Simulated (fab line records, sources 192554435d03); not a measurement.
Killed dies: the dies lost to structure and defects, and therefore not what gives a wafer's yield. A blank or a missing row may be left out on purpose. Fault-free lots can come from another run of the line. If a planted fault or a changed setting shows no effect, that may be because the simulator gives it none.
Matching of chambers    flow n5-finfet    N5_GATE_CUT_ETCH_36 on rie-diel-06: 4 sister chambers
The step etches SiARC in CF4, target depth 13 nm, time 21.7 s. 18 wafers are shown with their chamber, then 9 later ones without.

EACH WAFER AND ITS CHAMBER
wafer   chamber  showerhead-plenum-p-Torr (Torr)  throttle-valve-pct (%)  oes-product-au (a.u.)
L074.2  3        2.22                             15.45                   0.67
L074.4  2        2.26                             15.32                   0.73
L074.5  1        2.10                             15.21                   0.78
L075.1  3        2.21                             15.44                   0.66
L075.3  1        2.10                             15.22                   0.78
L075.6  1        2.10                             15.23                   0.78
L081.2  1        2.10                             15.23                   0.76
L081.3  3        2.21                             15.46                   0.66
L081.4  2        2.26                             15.34                   0.72
L083.1  2        2.25                             15.36                   0.71
L083.3  1        2.10                             15.24                   0.76
L083.6  1        2.10                             15.23                   0.75
L084.1  0        2.04                             15.67                   0.61
L084.5  0        2.04                             15.70                   0.62
L084.6  3        2.21                             15.48                   0.66
L085.4  0        2.04                             15.69                   0.62
L085.5  1        2.09                             15.25                   0.75
L085.6  0        2.04                             15.69                   0.62

SIGNATURES (means of the wafers above)
reading                   chamber 0  chamber 1  chamber 2  chamber 3  scatter within a chamber
showerhead-plenum-p-Torr  2.0400     2.0986     2.2567     2.2125     0.00403
throttle-valve-pct        15.6875    15.2300    15.3400    15.4575    0.015
oes-product-au            0.6175     0.7657     0.7200     0.6625     0.0104
Rule: a wafer's distance from a chamber is the root of the sum, over the readings, of the square of ((its reading less the chamber's mean) divided by the reading's scatter). The wafer belongs to the nearest chamber; if the next one is less than 2 further off, it can't be placed. The scatter: the root of (the sum of the squares of (reading less its chamber's mean) over the shown wafers, divided by (wafers less chambers)).

WAFERS WHOSE CHAMBER IS MISSING
wafer   showerhead-plenum-p-Torr (Torr)  throttle-valve-pct (%)  oes-product-au (a.u.)
L093.1  2.20                             15.51                   0.64
L093.3  2.04                             15.71                   0.60
L093.4  2.09                             15.27                   0.73
L094.1  2.03                             15.72                   0.60
L094.5  2.03                             15.72                   0.60
L094.6  2.20                             15.52                   0.64
L097.2  2.09                             15.30                   0.73
L097.3  2.03                             15.73                   0.60
L097.6  2.09                             15.31                   0.72

WHICH CHAMBER EACH WENT THROUGH
wafer   from the rows above  in truth
L093.1  3                    3
L093.3  0                    0
L093.4  1                    1
L094.1  0                    0
L094.5  0                    0
L094.6  3                    3
L097.2  1                    1
L097.3  0                    0
L097.6  1                    1
Placed correctly: 9 of 9. Can't be placed from these rows: 0. Placed wrongly: 0.
